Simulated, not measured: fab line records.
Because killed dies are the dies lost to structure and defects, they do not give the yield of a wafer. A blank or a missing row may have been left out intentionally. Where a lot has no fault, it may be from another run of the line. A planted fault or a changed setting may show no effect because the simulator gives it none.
Split-lot study / flow n5-finfet / on a route of 1938 steps: 7 lots, 21 wafers read

== THE SPLIT ==
At N5_BEOL_M11_COAT_05 (resist thk 90 nm), the setting spin-rpm was moved away from the recipe's 1500 rpm on 3 of the 21 wafers read, by -7.8% to +8.0%. All remaining wafers had this setting at the recipe value.

== FROM THE SPLIT TO THE READING: what the file shows between them, 6 steps ==
- N5_BEOL_M11_EBR_07
- N5_BEOL_M11_SOFTBAKE_06: time 60 s
- N5_BEOL_M11_EXPOSE_08: exposes mask M11
- N5_BEOL_M11_PEB_09: peb time 60 s
- N5_BEOL_M11_DEVELOP_10: develop time 30 s
- N5_BEOL_M11_DESCUM_16: chemistry O2, time 7.9 s

== THE READING ==
CAR-ArF_of_BEOL_M11_COAT_05.thk-nm (the simulator's own value, which no gauge read), in nm, at N5_BEOL_M11_ETCH_61 (etches SiARC in CF4, target depth 39 nm, time 65 s). The file does not state a usual value for it. Across the 18 wafers here that went through the recipe, the average is 55.4 nm and the standard deviation 0.22 nm.

wafer=L076.2; tool, chamber at the split=litho-track-04, 0; spin-rpm as run, rpm=1500; against the recipe=recipe; CAR-ArF_of_BEOL_M11_COAT_05.thk-nm, nm=55.4; against lot-mates on the recipe=-
wafer=L076.3; tool, chamber at the split=litho-track-04, 0; spin-rpm as run, rpm=1500; against the recipe=recipe; CAR-ArF_of_BEOL_M11_COAT_05.thk-nm, nm=55.4; against lot-mates on the recipe=-
wafer=L076.4; tool, chamber at the split=litho-track-04, 0; spin-rpm as run, rpm=1383; against the recipe=-7.8%; CAR-ArF_of_BEOL_M11_COAT_05.thk-nm, nm=59.2; against lot-mates on the recipe=+3.8
wafer=L078.2; tool, chamber at the split=litho-track-05, 0; spin-rpm as run, rpm=1447; against the recipe=-3.5%; CAR-ArF_of_BEOL_M11_COAT_05.thk-nm, nm=57.2; against lot-mates on the recipe=+1.8
wafer=L078.3; tool, chamber at the split=litho-track-05, 0; spin-rpm as run, rpm=1500; against the recipe=recipe; CAR-ArF_of_BEOL_M11_COAT_05.thk-nm, nm=55.4; against lot-mates on the recipe=-
wafer=L078.5; tool, chamber at the split=litho-track-05, 0; spin-rpm as run, rpm=1500; against the recipe=recipe; CAR-ArF_of_BEOL_M11_COAT_05.thk-nm, nm=55.4; against lot-mates on the recipe=-
wafer=L079.2; tool, chamber at the split=litho-track-04, 0; spin-rpm as run, rpm=1500; against the recipe=recipe; CAR-ArF_of_BEOL_M11_COAT_05.thk-nm, nm=55.4; against lot-mates on the recipe=-
wafer=L079.3; tool, chamber at the split=litho-track-04, 0; spin-rpm as run, rpm=1500; against the recipe=recipe; CAR-ArF_of_BEOL_M11_COAT_05.thk-nm, nm=55.2; against lot-mates on the recipe=-
wafer=L079.5; tool, chamber at the split=litho-track-04, 0; spin-rpm as run, rpm=1500; against the recipe=recipe; CAR-ArF_of_BEOL_M11_COAT_05.thk-nm, nm=55.2; against lot-mates on the recipe=-
wafer=L080.4; tool, chamber at the split=litho-track-02, 0; spin-rpm as run, rpm=1500; against the recipe=recipe; CAR-ArF_of_BEOL_M11_COAT_05.thk-nm, nm=55.4; against lot-mates on the recipe=-
wafer=L080.5; tool, chamber at the split=litho-track-02, 0; spin-rpm as run, rpm=1500; against the recipe=recipe; CAR-ArF_of_BEOL_M11_COAT_05.thk-nm, nm=55.2; against lot-mates on the recipe=-
wafer=L080.6; tool, chamber at the split=litho-track-02, 0; spin-rpm as run, rpm=1620; against the recipe=+8.0%; CAR-ArF_of_BEOL_M11_COAT_05.thk-nm, nm=51.8; against lot-mates on the recipe=-3.5
wafer=L093.1; tool, chamber at the split=litho-track-02, 0; spin-rpm as run, rpm=1500; against the recipe=recipe; CAR-ArF_of_BEOL_M11_COAT_05.thk-nm, nm=55.6; against lot-mates on the recipe=-
wafer=L093.3; tool, chamber at the split=litho-track-02, 0; spin-rpm as run, rpm=1500; against the recipe=recipe; CAR-ArF_of_BEOL_M11_COAT_05.thk-nm, nm=55.4; against lot-mates on the recipe=-
wafer=L093.6; tool, chamber at the split=litho-track-02, 0; spin-rpm as run, rpm=1500; against the recipe=recipe; CAR-ArF_of_BEOL_M11_COAT_05.thk-nm, nm=55.2; against lot-mates on the recipe=-
wafer=L094.3; tool, chamber at the split=litho-track-05, 0; spin-rpm as run, rpm=1500; against the recipe=recipe; CAR-ArF_of_BEOL_M11_COAT_05.thk-nm, nm=55.8; against lot-mates on the recipe=-
wafer=L094.4; tool, chamber at the split=litho-track-05, 0; spin-rpm as run, rpm=1500; against the recipe=recipe; CAR-ArF_of_BEOL_M11_COAT_05.thk-nm, nm=55.8; against lot-mates on the recipe=-
wafer=L094.5; tool, chamber at the split=litho-track-05, 0; spin-rpm as run, rpm=1500; against the recipe=recipe; CAR-ArF_of_BEOL_M11_COAT_05.thk-nm, nm=55.2; against lot-mates on the recipe=-
wafer=L095.2; tool, chamber at the split=litho-track-05, 0; spin-rpm as run, rpm=1500; against the recipe=recipe; CAR-ArF_of_BEOL_M11_COAT_05.thk-nm, nm=55.8; against lot-mates on the recipe=-
wafer=L095.3; tool, chamber at the split=litho-track-05, 0; spin-rpm as run, rpm=1500; against the recipe=recipe; CAR-ArF_of_BEOL_M11_COAT_05.thk-nm, nm=55.8; against lot-mates on the recipe=-
wafer=L095.4; tool, chamber at the split=litho-track-05, 0; spin-rpm as run, rpm=1500; against the recipe=recipe; CAR-ArF_of_BEOL_M11_COAT_05.thk-nm, nm=55.4; against lot-mates on the recipe=-

THE FIT
A straight line over all 21 wafers: CAR-ArF_of_BEOL_M11_COAT_05.thk-nm changes by -0.47 nm for each +1% of spin-rpm; r = -0.99; the points scatter about the line by 0.21 nm.
The same after taking each lot's own level away (the mean of its wafers on the recipe; 21 wafers): -0.465 nm for each +1%; r = -0.99; scatter 0.17 nm.
According to that fit, moving spin-rpm by its largest amount changes the reading by 3.7 nm.
Measured against the standard deviation above, the lots' own levels, which go from 55.27 to 55.67 nm, span 1.8 times it.
Hence the lot-to-lot level has little effect on the slope; both slopes agree.
Check: for one of the wafers moved furthest among these (+8.0%), held out of the fit, the line's prediction against its lot-mates is -3.92 nm. Against them it came out at -3.5 nm.

== OTHER SPLITS APPLIED TO THESE WAFERS ==
Note: prior to the reading, these wafers also went through further splits. Each is held against what the fit with the lots' levels taken away leaves over:
other split on the same wafers=N5_BEOL_M10_COAT_64 spin-rpm; wafers away from the commonest value=10; r with CAR-ArF_of_BEOL_M11_COAT_05.thk-nm (lot level and that fit taken away)=+0.33
other split on the same wafers=N5_BEOL_M11_PECVD_70 time-s; wafers away from the commonest value=7; r with CAR-ArF_of_BEOL_M11_COAT_05.thk-nm (lot level and that fit taken away)=+0.11

== THE WHOLE CHAIN: every reading that the file lists as answering this split, in the file's order ==
step=N5_BEOL_M11_COAT_05; what it does=resist thk 90 nm; reading=CAR-ArF_of_BEOL_M11_COAT_05.thk-nm (the simulator's own value, which no gauge read); change (the file's fit)=-0.444 nm for each +1% of the setting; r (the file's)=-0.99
step=N5_BEOL_M11_DEVELOP_10; what it does=develop time 30 s; reading=CAR-ArF_of_BEOL_M11_COAT_05.thk-nm (the simulator's own value, which no gauge read); change (the file's fit)=-0.455 nm for each +1% of the setting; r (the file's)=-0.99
step=N5_BEOL_M11_ETCH_61; what it does=etches SiARC in CF4, target depth 39 nm, time 65 s; reading=CAR-ArF_of_BEOL_M11_COAT_05.thk-nm (the simulator's own value, which no gauge read); change (the file's fit)=-0.466 nm for each +1% of the setting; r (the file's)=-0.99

== FILE'S OWN FIT ==
CAR-ArF_of_BEOL_M11_COAT_05.thk-nm changes by -0.466 nm for each +1% of spin-rpm, r = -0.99.
